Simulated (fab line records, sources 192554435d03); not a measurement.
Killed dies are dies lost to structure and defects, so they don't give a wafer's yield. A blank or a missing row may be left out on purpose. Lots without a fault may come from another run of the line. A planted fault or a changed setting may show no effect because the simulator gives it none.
One fault seen from 2 desks | flow n5_finfet | each desk has only its own numbers; what lay behind them comes last

THE METROLOGY DESK
What the gauges read, lot by lot, whatever tool the lot ran on: means of the sampled wafers that have a number. A lot is out of limits, marked OUT, if its mean lies more than 4 standard deviations from the usual mean; the brackets give that distance.
Columns: A = cd_nm at N5_BEOL_M5_CD_MEAS_18, usual 28.07 nm
lot  | first seen here | A
L476 | day 8 03:59     | 28.30
L477 | day 8 11:31     | 28.31
L479 | day 8 23:17     | 27.88
L480 | day 8 23:40     | 28.31
L482 | day 9 18:58     | 27.97
L483 | day 9 19:06     | 28.01
L491 | day 11 17:20    | 28.00
L493 | day 12 08:32    | 28.44
L494 | day 12 17:27    | 28.36
L496 | day 13 00:07    | 27.98
This desk's finding: nothing out of limits on any of the 10 lots.

THE TOOL OWNER'S DESK: rie_diel-05
The tool's own readings at N5_BEOL_M5_ETCH_75 (etches underlayer in N2/H2, target depth 6.5 nm, time 5.2 s): means of the sampled wafers that have a number, for each lot that ran on this tool. A lot is out of limits, marked OUT, if its mean lies more than 4 standard deviations from the usual mean; the brackets give that distance.
Columns: A = drypump_motor_current_A at N5_BEOL_M5_ETCH_75, usual 5.5 A; B = etch_rf_on_time_s at N5_BEOL_M5_ETCH_75, usual 5.18 s; C = oes_product_au at N5_BEOL_M5_ETCH_75, usual 0.66 a.u.; D = rf_vpp_V at N5_BEOL_M5_ETCH_75, usual 523.9 V; E = showerhead_plenum_p_Torr at N5_BEOL_M5_ETCH_75, usual 2.54 Torr; F = throttle_valve_pct at N5_BEOL_M5_ETCH_75, usual 17.83 %
lot  | first seen here | A   | B               | C    | D     | E    | F
L476 | day 8 08:18     | 5.6 | 5.18            | 0.61 | 523.1 | 2.49 | 17.99
L477 | day 8 13:51     | 5.6 | 5.19            | 0.61 | 522.1 | 2.49 | 18.00
L480 | day 9 01:46     | 6.1 | 5.20            | 0.60 | 521.7 | 2.45 | 18.14
L482 | day 9 20:27     | 5.5 | 5.24            | 0.60 | 525.1 | 2.58 | 17.94
L491 | day 11 18:44    | 5.8 | 5.54 (+5.1) OUT | 0.69 | 521.7 | 2.45 | 17.94
L496 | day 13 01:04    | 5.0 | 6.51 (+19) OUT  | 0.53 | 524.6 | 2.61 | 17.83
This desk's finding: out of limits on L491, L496; first on L491, day 11 18:44 (etch_rf_on_time_s at N5_BEOL_M5_ETCH_75). In limits: L476, L477, L480, L482.

PUT TOGETHER
The tool owner's desk could have raised an alarm at day 11 18:44, on L491, L496.
The metrology desk saw nothing out of limits.
The metrology desk has L491, L496 on record, within its limits.
Of the lots named, all ran N5_BEOL_M5_ETCH_75 on rie_diel-05.

WHAT THE SIMULATOR HAD PUT IN
Process parameter drift: rie_diel-05, from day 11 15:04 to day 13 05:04, at N5_BEOL_M5_ETCH_75. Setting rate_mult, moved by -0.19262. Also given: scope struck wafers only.
Lots struck among those shown: L491, L496.
Hours from the fault's start to each desk's first reading out of limits: the tool owner's desk, 4.
